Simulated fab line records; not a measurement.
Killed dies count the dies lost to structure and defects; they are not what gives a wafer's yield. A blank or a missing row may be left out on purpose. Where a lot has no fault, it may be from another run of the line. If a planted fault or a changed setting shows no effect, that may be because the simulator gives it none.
The tool behind it: which one? :: flow n5-finfet :: 28 wafers from 10 lots sampled at 7 of the route's 1938 steps

WHAT EACH GAUGE READ, for each wafer
N5_SD_EPI_P_INSPECT_26: inspects for defects (darkfield). Usual: 179 for raw-defect-count, sd 39.
lot: L609
measured: day 3 12:15
on: defect-inspect-02
raw-defect-count: 196 224 213
flag: 

lot: L610
measured: day 3 16:26
on: defect-inspect-01
raw-defect-count: 138 187 138
flag: 

lot: L611
measured: day 3 21:02
on: defect-inspect-02
raw-defect-count: 240 177
flag: 

lot: L613
measured: day 4 10:26
on: defect-inspect-02
raw-defect-count: 246 214 277
flag: 

lot: L614
measured: day 4 16:03
on: defect-inspect-01
raw-defect-count: 89 141
flag: 

lot: L615
measured: day 4 19:53
on: defect-inspect-01
raw-defect-count: 150 125 177
flag: 

lot: L618
measured: day 5 21:10
on: defect-inspect-01
raw-defect-count: 162 166 129
flag: 

lot: L626
measured: day 7 17:25
on: defect-inspect-02
raw-defect-count: 726 819 811
flag: OFF

lot: L628
measured: day 8 04:28
on: defect-inspect-02
raw-defect-count: 849 771 811
flag: OFF

lot: L630
measured: day 8 18:40
on: defect-inspect-02
raw-defect-count: 158 172 253
flag: 

N5_SD_ACTIVATION_INSPECT_02: inspects for defects (darkfield). Usual: 176 for raw-defect-count, sd 36.
lot: L609
measured: day 3 14:37
on: defect-inspect-01
raw-defect-count: 170 209 181
flag: 

lot: L610
measured: day 3 17:11
on: defect-inspect-01
raw-defect-count: 133 172 121
flag: 

lot: L611
measured: day 3 21:48
on: defect-inspect-02
raw-defect-count: 262 181
flag: 

lot: L613
measured: day 4 11:23
on: defect-inspect-01
raw-defect-count: 237 199 243
flag: 

lot: L614
measured: day 4 16:49
on: defect-inspect-01
raw-defect-count: 92 147
flag: 

lot: L615
measured: day 4 20:50
on: defect-inspect-01
raw-defect-count: 162 130 178
flag: 

lot: L618
measured: day 5 21:56
on: defect-inspect-01
raw-defect-count: 159 159 138
flag: 

lot: L626
measured: day 7 18:10
on: defect-inspect-01
raw-defect-count: 708 780 767
flag: OFF

lot: L628
measured: day 8 05:13
on: defect-inspect-01
raw-defect-count: 818 742 794
flag: OFF

lot: L630
measured: day 8 19:25
on: defect-inspect-01
raw-defect-count: 152 159 216
flag: 

N5_ILD0_THK_MEAS_08. Usual: 139.0 nm for thk-nm, sd 1.4.
lot: L609
measured: day 3 17:40
on: film-metro-01
thk-nm (nm): 136.2 138.2 138.7
flag: 

lot: L610
measured: day 3 20:13
on: film-metro-02
thk-nm (nm): 138.7 137.9 139.2
flag: 

lot: L611
measured: day 4 00:58
on: film-metro-02
thk-nm (nm): 137.9 138.6
flag: 

lot: L613
measured: day 4 14:43
on: film-metro-01
thk-nm (nm): 137.2 139.8 138.7
flag: 

lot: L614
measured: day 4 20:01
on: film-metro-01
thk-nm (nm): 138.8 136.0
flag: 

lot: L615
measured: day 5 01:09
on: film-metro-01
thk-nm (nm): 140.7 140.4 139.5
flag: 

lot: L618
measured: day 6 01:27
on: film-metro-01
thk-nm (nm): 140.5 140.0 141.0
flag: 

lot: L626
measured: day 7 21:13
on: film-metro-01
thk-nm (nm): 137.8 137.8 137.4
flag: 

lot: L628
measured: day 8 08:24
on: film-metro-02
thk-nm (nm): 140.2 138.1 140.4
flag: 

lot: L630
measured: day 8 22:31
on: film-metro-01
thk-nm (nm): 136.2 139.9 139.0
flag: 

N5_ILD0_THK_MEAS_13. Usual: 17.9 nm for thk-nm, sd 1.3.
lot: L609
measured: day 3 20:52
on: film-metro-01
thk-nm (nm): 18.2 17.7 19.0
flag: 

lot: L610
measured: day 3 23:25
on: film-metro-01
thk-nm (nm): 18.2 16.5 18.3
flag: 

lot: L611
measured: day 4 04:17
on: film-metro-01
thk-nm (nm): 17.8 14.7
flag: 

lot: L613
measured: day 4 18:09
on: film-metro-01
thk-nm (nm): 17.2 17.4 15.8
flag: 

lot: L614
measured: day 4 23:35
on: film-metro-02
thk-nm (nm): 18.2 18.9
flag: 

lot: L615
measured: day 5 04:47
on: film-metro-02
thk-nm (nm): 18.2 15.1 17.1
flag: 

lot: L618
measured: day 6 05:17
on: film-metro-01
thk-nm (nm): 16.2 17.6 16.9
flag: 

lot: L626
measured: day 8 00:26
on: film-metro-02
thk-nm (nm): 21.3 18.2 20.3
flag: 

lot: L628
measured: day 8 11:51
on: film-metro-01
thk-nm (nm): 17.1 20.4 20.3
flag: 

lot: L630
measured: day 9 01:44
on: film-metro-02
thk-nm (nm): 16.3 18.5 17.2
flag: 

N5_BEOL_M4_RC_MEAS_101. Usual: DIBL_N 36.9 mV/V, standard deviation 2.1; DIBL_P 37.1 mV/V, standard deviation 2.5; IOFF_N 0.17 nA/um, standard deviation 0.039; IOFF_P 0.23 nA/um, standard deviation 0.043; ION_N 673 uA/um, standard deviation 15; ION_P 462 uA/um, standard deviation 9.1; SS_N 71.8 mV/dec, standard deviation 0.69; SS_P 73.6 mV/dec, standard deviation 0.74; VT_N 250 mV, standard deviation 3.6; VT_P -249.7 mV, standard deviation 2.9.
lot: L609
measured: day 8 17:35
on: prober-01
DIBL_N (mV/V): 37.9 39.5 37.5
DIBL_P (mV/V): 37.0 40.3 36.5
IOFF_N (nA/um): 0.18 0.22 0.16
IOFF_P (nA/um): 0.19 0.23 0.17
ION_N (uA/um): 674 687 664
ION_P (uA/um): 447 456 444
SS_N (mV/dec): 71.8 71.9 72.2
SS_P (mV/dec): 73.2 74.3 73.8
VT_N (mV): 248 247 253
VT_P (mV): -249.9 -250.1 -252.8
flag: 

lot: L610
measured: day 8 09:50
on: prober-02
DIBL_N (mV/V): 35.1 36.0 34.3
DIBL_P (mV/V): 37.0 36.9 35.4
IOFF_N (nA/um): 0.16 0.15 0.14
IOFF_P (nA/um): 0.24 0.23 0.20
ION_N (uA/um): 691 666 674
ION_P (uA/um): 474 459 464
SS_N (mV/dec): 71.2 71.7 71.2
SS_P (mV/dec): 74.0 73.6 73.3
VT_N (mV): 251 253 249
VT_P (mV): -247.6 -248.0 -248.0
flag: 

lot: L611
measured: day 8 13:13
on: prober-02
DIBL_N (mV/V): 40.9 39.4
DIBL_P (mV/V): 43.9 41.2
IOFF_N (nA/um): 0.29 0.23
IOFF_P (nA/um): 0.35 0.29
ION_N (uA/um): 703 682
ION_P (uA/um): 476 461
SS_N (mV/dec): 72.5 72.1
SS_P (mV/dec): 75.0 74.2
VT_N (mV): 241 245
VT_P (mV): -245.6 -245.4
flag: 

lot: L613
measured: day 9 05:56
on: prober-02
DIBL_N (mV/V): 35.4 34.6 37.6
DIBL_P (mV/V): 35.1 34.5 37.6
IOFF_N (nA/um): 0.14 0.14 0.18
IOFF_P (nA/um): 0.20 0.19 0.22
ION_N (uA/um): 662 659 683
ION_P (uA/um): 456 451 469
SS_N (mV/dec): 71.9 72.0 72.3
SS_P (mV/dec): 74.4 73.8 74.3
VT_N (mV): 255 254 251
VT_P (mV): -251.6 -250.6 -250.2
flag: 

lot: L614
measured: day 9 03:45
on: prober-01
DIBL_N (mV/V): 38.2 40.7
DIBL_P (mV/V): 38.3 40.6
IOFF_N (nA/um): 0.17 0.23
IOFF_P (nA/um): 0.27 0.31
ION_N (uA/um): 664 681
ION_P (uA/um): 468 468
SS_N (mV/dec): 71.4 72.2
SS_P (mV/dec): 73.9 74.6
VT_N (mV): 247 247
VT_P (mV): -245.9 -244.4
flag: 

lot: L615
measured: day 9 06:20
on: prober-01
DIBL_N (mV/V): 35.2 38.6 39.4
DIBL_P (mV/V): 34.9 38.4 39.8
IOFF_N (nA/um): 0.13 0.20 0.21
IOFF_P (nA/um): 0.19 0.26 0.27
ION_N (uA/um): 657 673 680
ION_P (uA/um): 453 462 467
SS_N (mV/dec): 71.6 71.9 71.9
SS_P (mV/dec): 72.6 73.9 73.5
VT_N (mV): 254 250 245
VT_P (mV): -252.9 -246.8 -245.6
flag: 

lot: L618
measured: day 10 08:43
on: prober-01
DIBL_N (mV/V): 43.2 38.0 35.8
DIBL_P (mV/V): 41.7 35.4 34.8
IOFF_N (nA/um): 0.28 0.17 0.14
IOFF_P (nA/um): 0.34 0.21 0.21
ION_N (uA/um): 689 659 682
ION_P (uA/um): 465 447 467
SS_N (mV/dec): 73.0 71.8 70.4
SS_P (mV/dec): 75.6 73.8 73.4
VT_N (mV): 243 251 250
VT_P (mV): -247.7 -252.2 -249.3
flag: 

lot: L626
measured: day 12 03:23
on: prober-01
DIBL_N (mV/V): 39.1 35.9 40.5
DIBL_P (mV/V): 39.0 36.4 42.4
IOFF_N (nA/um): 0.23 0.16 0.25
IOFF_P (nA/um): 0.26 0.21 0.31
ION_N (uA/um): 689 673 701
ION_P (uA/um): 473 457 476
SS_N (mV/dec): 72.1 71.3 72.7
SS_P (mV/dec): 73.4 73.0 74.5
VT_N (mV): 244 250 246
VT_P (mV): -245.7 -250.8 -247.9
flag: 

lot: L628
measured: day 12 20:08
on: prober-01
DIBL_N (mV/V): 40.9 39.5 39.0
DIBL_P (mV/V): 43.4 40.8 40.5
IOFF_N (nA/um): 0.28 0.22 0.22
IOFF_P (nA/um): 0.34 0.28 0.28
ION_N (uA/um): 707 682 679
ION_P (uA/um): 486 456 463
SS_N (mV/dec): 74.2 73.1 72.7
SS_P (mV/dec): 75.1 75.3 74.5
VT_N (mV): 243 244 246
VT_P (mV): -244.5 -247.6 -246.6
flag: 

lot: L630
measured: day 13 11:34
on: prober-01
DIBL_N (mV/V): 35.2 33.2 35.0
DIBL_P (mV/V): 35.2 32.6 34.3
IOFF_N (nA/um): 0.16 0.13 0.17
IOFF_P (nA/um): 0.24 0.19 0.21
ION_N (uA/um): 658 666 649
ION_P (uA/um): 459 464 453
SS_N (mV/dec): 71.6 71.5 72.1
SS_P (mV/dec): 73.2 72.3 72.9
VT_N (mV): 249 252 250
VT_P (mV): -246.8 -248.8 -248.8
flag: 

EACH LOT AND THE TOOL THAT RAN IT (in order: tool; ch and the chambers of the sampled wafers; start)
lot: L609
N5_SD_EPI_P_ETCH_16: rie-diel-02 ch 0,1, day 3 09:07
N5_SD_EPI_P_PRECLEAN_51: epi-rpcvd-02 ch 0, day 3 09:31

lot: L610
N5_SD_EPI_P_ETCH_16: rie-diel-04 ch 0,3, day 3 13:12
N5_SD_EPI_P_PRECLEAN_51: epi-rpcvd-04 ch 0, day 3 13:36

lot: L611
N5_SD_EPI_P_ETCH_16: rie-diel-01 ch 0,1, day 3 17:54
N5_SD_EPI_P_PRECLEAN_51: epi-rpcvd-04 ch 0, day 3 18:22

lot: L613
N5_SD_EPI_P_ETCH_16: rie-diel-02 ch 0,1,2, day 4 07:11
N5_SD_EPI_P_PRECLEAN_51: epi-rpcvd-04 ch 0, day 4 07:41

lot: L614
N5_SD_EPI_P_ETCH_16: rie-diel-02 ch 0,3, day 4 12:53
N5_SD_EPI_P_PRECLEAN_51: epi-rpcvd-02 ch 0, day 4 13:19

lot: L615
N5_SD_EPI_P_ETCH_16: rie-diel-02 ch 1,3, day 4 16:47
N5_SD_EPI_P_PRECLEAN_51: epi-rpcvd-03 ch 0, day 4 17:11

lot: L618
N5_SD_EPI_P_ETCH_16: rie-diel-01 ch 0,2,3, day 5 18:03
N5_SD_EPI_P_PRECLEAN_51: epi-rpcvd-03 ch 0, day 5 18:25

lot: L626
N5_SD_EPI_P_ETCH_16: rie-diel-04 ch 1,2, day 7 14:19
N5_SD_EPI_P_PRECLEAN_51: epi-rpcvd-04 ch 0, day 7 14:43

lot: L628
N5_SD_EPI_P_ETCH_16: rie-diel-01 ch 0,1, day 8 01:14
N5_SD_EPI_P_PRECLEAN_51: epi-rpcvd-04 ch 0, day 8 01:39

lot: L630
N5_SD_EPI_P_ETCH_16: rie-diel-04 ch 1,2, day 8 15:33
N5_SD_EPI_P_PRECLEAN_51: epi-rpcvd-03 ch 0, day 8 15:57
- N5_SD_EPI_P_ETCH_16: etches SiO2 in CHF3/O2, target depth 5 nm.
- N5_SD_EPI_P_PRECLEAN_51: cleans in NF3:NH3, afs cycles 1, time 20 s, sublimation time 60 s.

WHAT THE TOOLS THEMSELVES READ (means of the sampled wafers that have a number; where no wafer has one, the mark that the record gives instead)
N5_SD_EPI_P_ETCH_16. Usual: drypump-motor-current-A 5.9 A, standard deviation 0.54; oes-product-au 0.79 a.u., standard deviation 0.085; rf-vpp-V 521 V, standard deviation 16; showerhead-plenum-p-Torr 2.40 Torr, standard deviation 0.079; throttle-valve-pct 18.80 %, standard deviation 0.28.
lot: L609
tool: rie-diel-02
drypump-motor-current-A (A): 5.5
oes-product-au (a.u.): 0.72
rf-vpp-V (V): 506
showerhead-plenum-p-Torr (Torr): 2.46
throttle-valve-pct (%): 19.02
flag: 

lot: L610
tool: rie-diel-04
drypump-motor-current-A (A): 6.5
oes-product-au (a.u.): 0.82
rf-vpp-V (V): 537
showerhead-plenum-p-Torr (Torr): 2.38
throttle-valve-pct (%): 18.66
flag: 

lot: L611
tool: rie-diel-01
drypump-motor-current-A (A): 5.7
oes-product-au (a.u.): 0.96
rf-vpp-V (V): 514
showerhead-plenum-p-Torr (Torr): 2.42
throttle-valve-pct (%): 18.69
flag: 

lot: L613
tool: rie-diel-02
drypump-motor-current-A (A): 5.7
oes-product-au (a.u.): 0.71
rf-vpp-V (V): 508
showerhead-plenum-p-Torr (Torr): 2.39
throttle-valve-pct (%): 19.00
flag: 

lot: L614
tool: rie-diel-02
drypump-motor-current-A (A): 5.8
oes-product-au (a.u.): 0.71
rf-vpp-V (V): 517
showerhead-plenum-p-Torr (Torr): 2.44
throttle-valve-pct (%): 19.14
flag: 

lot: L615
tool: rie-diel-02
drypump-motor-current-A (A): 5.8
oes-product-au (a.u.): 0.75
rf-vpp-V (V): 531
showerhead-plenum-p-Torr (Torr): 2.41
throttle-valve-pct (%): 19.02
flag: 

lot: L618
tool: rie-diel-01
drypump-motor-current-A (A): 6.1
oes-product-au (a.u.): 0.83
rf-vpp-V (V): 526
showerhead-plenum-p-Torr (Torr): 2.35
throttle-valve-pct (%): 18.43
flag: 

lot: L626
tool: rie-diel-04
drypump-motor-current-A (A): 5.2
oes-product-au (a.u.): 0.84
rf-vpp-V (V): 519
showerhead-plenum-p-Torr (Torr): 2.41
throttle-valve-pct (%): 18.79
flag: 

lot: L628
tool: rie-diel-01
drypump-motor-current-A (A): 5.5
oes-product-au (a.u.): 0.89
rf-vpp-V (V): 518
showerhead-plenum-p-Torr (Torr): 2.38
throttle-valve-pct (%): 18.64
flag: 

lot: L630
tool: rie-diel-04
drypump-motor-current-A (A): 5.5
oes-product-au (a.u.): 0.78
rf-vpp-V (V): 524
showerhead-plenum-p-Torr (Torr): 2.35
throttle-valve-pct (%): 18.74
flag: 

N5_SD_EPI_P_PRECLEAN_51. Usual: 180.01 C for sublimation-temp-c, sd 0.15.
lot: L609
tool: epi-rpcvd-02
sublimation-temp-c (C): 180.12
flag: 

lot: L610
tool: epi-rpcvd-04
sublimation-temp-c (C): 179.96
flag: 

lot: L611
tool: epi-rpcvd-04
sublimation-temp-c (C): 180.07
flag: 

lot: L613
tool: epi-rpcvd-04
sublimation-temp-c (C): 179.94
flag: 

lot: L614
tool: epi-rpcvd-02
sublimation-temp-c (C): 179.94
flag: 

lot: L615
tool: epi-rpcvd-03
sublimation-temp-c (C): 180.17
flag: 

lot: L618
tool: epi-rpcvd-03
sublimation-temp-c (C): 180.14
flag: 

lot: L626
tool: epi-rpcvd-04
sublimation-temp-c (C): 180.00
flag: 

lot: L628
tool: epi-rpcvd-04
sublimation-temp-c (C): 180.02
flag: 

lot: L630
tool: epi-rpcvd-03
sublimation-temp-c (C): 179.82
flag: 

THE ANSWER, worked out from the rows above alone
Rule: take the mean of a lot's wafers that have a number; if it is more than 3 standard deviations from the usual mean, the lot is off. Also off: a lot with no number at a reading for which 4 or more lots have one. Any other lot the step has rows for is counted as sound. The gauges are gone through in route order, then the tools' own readings, and for those a lot's mean is taken as printed above. The first step at which some lot is off is used, and at that step the reading that is off furthest; a lot without a number counts as furthest.
Off at N5_SD_EPI_P_INSPECT_26 (raw-defect-count): L626, L628.
If a tool, at a process step before that reading, ran all the lots that are off and no sound lot after the first of them, it fits. Not tried: the gauges at N5_SD_EPI_P_INSPECT_26; whatever is off there is also off at N5_SD_ACTIVATION_INSPECT_02, on other tools, and gauge error can't account for it. One candidate fits, namely epi-rpcvd-04 at N5_SD_EPI_P_PRECLEAN_51. A fault onset in the window from L613 (day 4 07:41, its last sound lot) to L626 (day 7 14:43, its first lot off) fits.

WHAT WAS PUT IN BY THE SIMULATOR
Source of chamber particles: epi-rpcvd-04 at N5_SD_EPI_P_PRECLEAN_51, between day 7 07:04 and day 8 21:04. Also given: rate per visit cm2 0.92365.
Lots struck among those shown: L626, L628. The same result came from the rule above.
